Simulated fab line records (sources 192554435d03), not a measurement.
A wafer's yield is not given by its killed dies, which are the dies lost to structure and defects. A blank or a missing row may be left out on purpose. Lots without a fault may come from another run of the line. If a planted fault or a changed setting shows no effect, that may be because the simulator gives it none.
Split-lot study | flow n5Finfet | 39 wafers read across 7 lots, on a route 1938 steps long

## ON THE SPLIT
At N5_SD_EPI_N_EPI_21 (deposits Si:P, time 690 s), the setting epiGrowthTimeS was moved away from the recipe's 690 s on 12 of the 39 wafers read, by -45.5% to +31.9%. All remaining wafers had this setting at the recipe value.

## FROM THE SPLIT TO THE READING: what the file shows between them, 5 steps
- N5_SD_EPI_N_EPI_MEAS_23
- N5_SD_EPI_N_PRECLEAN_24: cleans in O3/DIW, time 60 s
- N5_SD_EPI_N_SRD_25: time 30 s
- N5_SD_ACTIVATION_RTA_00: time 0 s
- N5_SD_ACTIVATION_LSA_01: time 0.0008 s

## THE READING
RS_SD_N in ohm/sq, measured at N5_SD_ACTIVATION_RS_MEAS_03 by four-point-probe. A value of 21.86 ohm/sq with a standard deviation of 0.28 ohm/sq is what fault-free wafers of this fab line usually give.

wafer  | tool, chamber at the split | epiGrowthTimeS as run, s | against the recipe | RS_SD_N, ohm/sq | against lot-mates on the recipe
L077.1 | epiRpcvd-01, 0             | 690                      | recipe             | 22.31           | -
L077.2 | epiRpcvd-01, 0             | 690                      | recipe             | 22.12           | -
L077.3 | epiRpcvd-01, 0             | 690                      | recipe             | 21.92           | -
L077.4 | epiRpcvd-01, 0             | 690                      | recipe             | 21.87           | -
L077.5 | epiRpcvd-01, 0             | 690                      | recipe             | 22.12           | -
L077.6 | epiRpcvd-01, 0             | 690                      | recipe             | 21.92           | -
L081.1 | epiRpcvd-03, 0             | 690                      | recipe             | 21.75           | -
L081.2 | epiRpcvd-03, 0             | 690                      | recipe             | 21.92           | -
L081.3 | epiRpcvd-03, 0             | 690                      | recipe             | 21.88           | -
L081.4 | epiRpcvd-03, 0             | 690                      | recipe             | 21.51           | -
L081.5 | epiRpcvd-03, 0             | 690                      | recipe             | 21.94           | -
L081.6 | epiRpcvd-03, 0             | 690                      | recipe             | 21.92           | -
L088.1 | epiRpcvd-03, 0             | 690                      | recipe             | 21.74           | -
L088.2 | epiRpcvd-03, 0             | 534                      | -22.6%             | 26.08           | +4.21
L088.3 | epiRpcvd-03, 0             | 534                      | -22.6%             | 26.32           | +4.45
L088.4 | epiRpcvd-03, 0             | 690                      | recipe             | 21.92           | -
L088.5 | epiRpcvd-03, 0             | 690                      | recipe             | 21.96           | -
L088.6 | epiRpcvd-03, 0             | 534                      | -22.6%             | 26.13           | +4.26
L090.1 | epiRpcvd-01, 0             | 690                      | recipe             | 21.63           | -
L090.3 | epiRpcvd-01, 0             | 690                      | recipe             | 21.80           | -
L090.6 | epiRpcvd-01, 0             | 690                      | recipe             | 21.91           | -
L091.1 | epiRpcvd-02, 0             | 375.8                    | -45.5%             | 36.50           | +14.68
L091.2 | epiRpcvd-02, 0             | 690                      | recipe             | 22.03           | -
L091.3 | epiRpcvd-02, 0             | 690                      | recipe             | 21.75           | -
L091.4 | epiRpcvd-02, 0             | 690                      | recipe             | 21.69           | -
L091.5 | epiRpcvd-02, 0             | 375.8                    | -45.5%             | 37.39           | +15.57
L091.6 | epiRpcvd-02, 0             | 375.8                    | -45.5%             | 36.42           | +14.60
L094.1 | epiRpcvd-02, 0             | 910.1                    | +31.9%             | 17.78           | -4.00
L094.2 | epiRpcvd-02, 0             | 690                      | recipe             | 21.91           | -
L094.3 | epiRpcvd-02, 0             | 910.1                    | +31.9%             | 17.92           | -3.86
L094.4 | epiRpcvd-02, 0             | 690                      | recipe             | 21.81           | -
L094.5 | epiRpcvd-02, 0             | 910.1                    | +31.9%             | 17.63           | -4.15
L094.6 | epiRpcvd-02, 0             | 690                      | recipe             | 21.61           | -
L097.1 | epiRpcvd-01, 0             | 439.7                    | -36.3%             | 32.11           | +9.84
L097.2 | epiRpcvd-01, 0             | 690                      | recipe             | 22.22           | -
L097.3 | epiRpcvd-01, 0             | 690                      | recipe             | 22.25           | -
L097.4 | epiRpcvd-01, 0             | 439.7                    | -36.3%             | 31.98           | +9.71
L097.5 | epiRpcvd-01, 0             | 439.7                    | -36.3%             | 32.66           | +10.39
L097.6 | epiRpcvd-01, 0             | 690                      | recipe             | 22.33           | -

THE FIT
A straight line over all 39 wafers: RS_SD_N changes by -0.252 ohm/sq for each +1% of epiGrowthTimeS; r = -0.96; the points scatter about the line by 1.5 ohm/sq.
The same after taking each lot's own level away (the mean of its wafers on the recipe; 39 wafers): -0.25 ohm/sq for each +1%; r = -0.95; scatter 1.5 ohm/sq.
On that fit, the largest move of epiGrowthTimeS shifts the reading by 11 ohm/sq.
The lots' own levels span 21.777 to 22.267 ohm/sq, that is 1.7 times the standard deviation above.
So the lot-to-lot level changes the slope little: the two slopes agree.
Check: with one of the wafers moved furthest among these (-45.5%) left out of the fit, the line predicts +11.5 ohm/sq for it against its lot-mates. Against them it came out at +14.7 ohm/sq.

## OTHER SPLITS ON THESE WAFERS
Before the reading, these wafers also passed through other splits. Each is held against what the fit with the lots' levels taken away leaves over:
other split on the same wafers   | wafers away from the commonest value | r with RS_SD_N (lot level and that fit taken away)
N5_FIN_SAQP_HM_DEP_03 targetThkA | 15                                   | -0.12

## THE WHOLE CHAIN: every reading that the file lists as answering this split, in the file's order
step                        | what it does                 | reading                                                                        | change (the file's fit)               | r (the file's)
N5_SD_EPI_N_EPI_21          | deposits Si:P, time 690 s    | Si-P_of_SD_EPI_N_EPI_21.thkNm (the simulator's own value, which no gauge read) | +0.493 nm for each +1% of the setting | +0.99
N5_SD_EPI_N_EPI_MEAS_23     |                              | thkNm                                                                          | withheld for each +1% of the setting  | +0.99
N5_SD_ACTIVATION_RS_MEAS_03 | measures by four-point-probe | RS_SD_N                                                                        | -0.258 for each +1% of the setting    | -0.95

## FILE'S OWN FIT
RS_SD_N changes by -0.258 ohm/sq for each +1% of epiGrowthTimeS, r = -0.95.
